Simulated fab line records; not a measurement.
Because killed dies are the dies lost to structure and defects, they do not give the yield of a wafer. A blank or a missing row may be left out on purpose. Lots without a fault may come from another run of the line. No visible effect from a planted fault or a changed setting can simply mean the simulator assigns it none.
Comparing a struck lot with a sound one / flow nandHarc / 22 out of 1302 route steps
Sound: these wafers, L348.3, L348.4, L348.5. Struck: wafers L346.2, L346.4, L346.6. The cause comes at the end.
Per side, at each step with rows, come the tool, then ch with its chambers, and then its first start. Under that, the readings that differ: sound wafers / struck wafers / difference of the means / sigmas: that difference in standard deviations of wafers without a fault.
alike: same words and numbers on both sides, and readings whose means sit less than 2 such deviations apart. not compared: any withheld reading, any reading some wafer has no value for, any bound like >300 that may hide the same value, and any number with overlapping values for which the record gives no deviation.
The two part at a step that has a row with sigmas, a row that says differs or no value, or rows on one side only. Numbers that have no deviation but don't overlap get no sigmas and don't part them. A reading missing from all wafers of one side parts the sides only when that side holds two or more wafers.

NHARC_P_CONTACT_CVD_23: deposits W, target thk 200 nm, time 557 s.
  sound: cvdW-01 ch 0,1; struck: cvdW-02 ch 0
reading=heaterPowerW (W); sound=470 471 474; struck=534 515 518; difference=+51; sigmas=+2
  alike: throttleValvePct
NHARC_P_CONTACT_CMP_24: polishes, t overpolish 30 s, target thk 200 nm.
  sound on cmp-03 ch 0,2, day 9 19:53; struck on cmp-03 ch 0,2,3, day 8 23:02
  alike: motorCurrentA, overpolishRunS, timeToEndpointS
following that, these wafers have no rows for 1 step: NHARC_P_CONTACT_SRD_26.
NHARC_P_CONTACT_INSPECT_27:
  struck on defectInspect-01, day 8 23:24; sound on defectInspect-02, day 9 20:17
  alike: rawDefectCount
then, 7 steps without rows for these wafers: NHARC_P_M0_DEP_00 (deposits SiOC, target thk 150 nm); NHARC_P_M0_DEHYDRATE_01 (time 120 s); NHARC_P_M0_HMDS_02 (time 30 s); NHARC_P_M0_COAT_33 (time 65 s); NHARC_P_M0_COAT_03 (resist thk 90 nm); NHARC_P_M0_SOFTBAKE_04 (time 55 s); NHARC_P_M0_EBR_05.
NHARC_P_M0_EXPOSE_06: exposes mask P M0, target cd 90 nm.
  sound on arfiScanner-01 ch 0, day 9 20:56; struck on arfiScanner-02 ch 0, day 9 00:02
reading=exposureDoseMJCm2; sound=81.34 81.19 81.24; struck=82.07 82.08 82.07; difference=+0.82; sigmas=+9
  alike: mask
then, 2 steps without rows for these wafers: NHARC_P_M0_PEB_07 (peb time 65 s); NHARC_P_M0_DEVELOP_08 (develop time 35 s).
NHARC_P_M0_CD_MEAS_09 targets a cd of 90 nm.
  sound on cdSem-01 ch 0, day 9 21:04; struck on cdSem-01 ch 0, day 9 00:10
  alike: cdNm
NHARC_P_M0_OVL_MEAS_10: pitch 180 nm.
  struck on overlay-01, day 9 00:16; sound on overlay-02, day 9 21:10
  alike: overlayXNm, overlayYNm
NHARC_P_M0_INSPECT_11:
  struck on defectInspect-02, day 9 00:17; sound on defectInspect-02, day 9 21:11
  alike: rawDefectCount
NHARC_P_M0_DESCUM_14: chemistry O2, time 3 s.
  sound on rieDiel-01 ch 0,1,3, day 9 21:16; struck on rieDiel-11 ch 1,2,3, day 9 00:21
reading=model.P_M0.cdNm (nm); sound=89.34 89.25 90.34; struck=90.39 90.94 91.37; difference=+1.26; sigmas=
  alike: drypumpMotorCurrentA, oesProductAu, rfVppV, showerheadPlenumPTorr, throttleValvePct
  not compared: rfHoursCounterH
NHARC_P_M0_ETCH_34: etches the open film in N2/H2, target depth 40 nm, overetch 12 nm, time 43.94 s.
  sound on rieDiel-01 ch 0,2,3, day 9 21:21; struck on rieDiel-11 ch 0,2,3, day 9 00:26
  alike: drypumpMotorCurrentA, h2FlowSccm, oesProductAu, rfVppV, showerheadPlenumPTorr, throttleValvePct
  not compared: rfHoursCounterH
NHARC_P_M0_ETCH_15: etches the open film in C4F8/Ar, target depth 150 nm, overetch 15 nm, time 82.5 s.
  sound: rieDiel-01 ch 0,1; struck: rieDiel-11 ch 1,3
  alike: oesProductAu, rfVppV
  not compared: rfHoursCounterH, model.P_M0.cdNm
NHARC_P_M0_CD_MEAS_16:
  struck on cdSem-01, day 9 00:40; sound on cdSem-03, day 9 21:34
  alike: cdNm
NHARC_END_SORT_01:
  the record has rows for the sound wafers here (prober-02 ch 0, day 27 18:13) and none for the struck ones

WHERE THEY PART
First at NHARC_P_CONTACT_CVD_23; last, within this record, at NHARC_END_SORT_01.

WHY: what had been put in by the simulator
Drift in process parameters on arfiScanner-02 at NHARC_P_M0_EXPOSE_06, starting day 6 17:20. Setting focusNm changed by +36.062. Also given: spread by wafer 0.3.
